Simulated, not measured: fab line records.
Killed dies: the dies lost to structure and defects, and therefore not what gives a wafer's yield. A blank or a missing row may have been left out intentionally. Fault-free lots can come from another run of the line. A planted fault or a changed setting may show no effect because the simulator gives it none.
Chamber matching / flow nand harc / 3 sister chambers for NHARC_P_M0_DEP_32 on pecvd-01
The step deposits SiCN, target thk 30 nm. 3 wafers are shown with their chamber, then 8 later ones without.

## WAFERS, EACH WITH ITS CHAMBER
wafer=L949.1; chamber=2; heater power outer w (W)=328
wafer=L949.3; chamber=1; heater power outer w (W)=282
wafer=L951.2; chamber=0; heater power outer w (W)=486

## WAFERS WHOSE CHAMBER IS MISSING
wafer=L951.5; heater power outer w (W)=485
wafer=L951.6; heater power outer w (W)=295
wafer=L952.1; heater power outer w (W)=492
wafer=L952.2; heater power outer w (W)=333
wafer=L952.3; heater power outer w (W)=326
wafer=L960.3; heater power outer w (W)=310
wafer=L960.4; heater power outer w (W)=338
wafer=L960.5; heater power outer w (W)=423

## WHICH CHAMBER EACH ONE RAN IN
wafer=L951.5; from the rows above=0; in truth=0
wafer=L951.6; from the rows above=can't be placed: 1 or 2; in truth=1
wafer=L952.1; from the rows above=0; in truth=0
wafer=L952.2; from the rows above=can't be placed: 2 or 1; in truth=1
wafer=L952.3; from the rows above=can't be placed: 2 or 1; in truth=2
wafer=L960.3; from the rows above=can't be placed: 2 or 1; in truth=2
wafer=L960.4; from the rows above=can't be placed: 2 or 1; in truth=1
wafer=L960.5; from the rows above=can't be placed: 0 or 2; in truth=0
2 of 8 placed correctly. Can't be placed from these rows: 6 (the true chamber is among the candidates in 6). Number placed wrongly: 0.
How it was worked out, from the rows above alone: a wafer's distance from a chamber is the root of the sum, over the readings, of the square of ((its reading less the chamber's mean) divided by the reading's scatter). If the next closest chamber is less than 2 further off than the closest, the wafer can't be placed; otherwise it belongs to the closest. For every chamber, the mean is computed from those of its wafers that are shown. The scatter: with one shown wafer a chamber, the root of the mean of the squares of how far each hidden wafer lies from its nearest shown one.
